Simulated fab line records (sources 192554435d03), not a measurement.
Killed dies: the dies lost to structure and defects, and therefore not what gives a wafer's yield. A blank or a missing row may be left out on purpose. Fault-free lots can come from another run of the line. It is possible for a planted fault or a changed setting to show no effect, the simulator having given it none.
Matching of chambers | flow n5Finfet | pecvd-03 running N5_BEOL_M7_PECVD_70: 3 sister chambers
The step deposits SiO2 from TEOS/O2, target thk 20 nm, time 22.7 s. 3 wafers are shown with their chamber, then 8 later ones without.

EACH WAFER AND ITS CHAMBER
wafer  | chamber | throttleValvePct (%)
L084.6 | 0       | 22.6
L089.5 | 2       | 21.2
L091.4 | 1       | 25.3

WAFERS WHOSE CHAMBER IS MISSING
wafer  | throttleValvePct (%)
L091.5 | 22.4
L091.6 | 21.4
L096.3 | 22.6
L096.5 | 24.9
L096.6 | 21.4
L097.1 | 22.9
L097.2 | 21.5
L097.6 | 21.5

THE CHAMBER EACH PASSED THROUGH
wafer  | from the rows above | in truth
L091.5 | 0                   | 0
L091.6 | 2                   | 2
L096.3 | 0                   | 0
L096.5 | 1                   | 1
L096.6 | 2                   | 2
L097.1 | 0                   | 0
L097.2 | 2                   | 2
L097.6 | 2                   | 2
8 of 8 placed correctly. From these rows, 0 cannot be placed. Placed wrongly: 0.
How it was worked out, from the rows above alone: a wafer's distance from a chamber is the root of the sum, over the readings, of the square of ((its reading less the chamber's mean) divided by the reading's scatter). If the next closest chamber is less than 2 further off than the closest, the wafer can't be placed; otherwise it belongs to the closest. Each chamber's mean is taken over the wafers shown for it. The scatter (one wafer shown for each chamber): square how far every hidden wafer sits from the nearest shown wafer, average those squares and take the square root.
